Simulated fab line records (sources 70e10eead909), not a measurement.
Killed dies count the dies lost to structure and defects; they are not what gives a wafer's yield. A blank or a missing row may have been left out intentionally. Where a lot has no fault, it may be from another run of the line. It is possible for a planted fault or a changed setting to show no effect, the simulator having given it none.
Matching of chambers	flow nandHarc	4 sister chambers for NHARC_A_CHANNEL_FILL_D2_ETCHBACK_19 on rieSi-03
The step etches the open film in HBr/Cl2, target depth 5 nm, time 1.7 s. 8 wafers are shown with their chamber, then 8 later ones without.

## WAFERS PAIRED WITH THEIR CHAMBERS
wafer	chamber	drypumpMotorCurrentA (A)	throttleValvePct (%)
L779.1	3	6.2	26.398
L779.5	3	6.2	26.399
L781.3	1	6.4	26.413
L781.4	2	5.9	26.403
L782.1	0	5.0	26.407
L782.2	1	6.4	26.403
L782.6	0	4.9	26.408
L783.2	2	5.9	26.403

## WAFERS WHOSE CHAMBER IS MISSING
wafer	drypumpMotorCurrentA (A)	throttleValvePct (%)
L783.4	6.3	26.395
L783.5	4.9	26.401
L785.3	4.9	26.398
L785.4	6.4	26.402
L785.5	4.9	26.401
L786.1	6.3	26.389
L786.3	5.9	26.411
L786.4	6.1	26.394

## CHAMBER TAKEN BY EACH
wafer	from the rows above	in truth
L783.4	can't be placed: 3 or 1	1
L783.5	0	0
L785.3	0	0
L785.4	1	1
L785.5	0	0
L786.1	3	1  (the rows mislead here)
L786.3	2	2
L786.4	3	3
6 of 8 placed correctly. Cannot be placed on the basis of these rows: 1; the candidates contain the true chamber in 1. 1 placed wrongly.
How it was worked out, from the rows above alone: a wafer's distance from a chamber is the root of the sum, over the readings, of the square of ((its reading less the chamber's mean) divided by the reading's scatter). The wafer belongs to the nearest chamber; if the next one is less than 2 further off, it can't be placed. The mean given for a chamber averages the wafers shown for that chamber. The scatter is the square root of a quotient: the sum, over the shown wafers, of each reading's squared deviation from its chamber's mean, divided by wafers minus chambers.
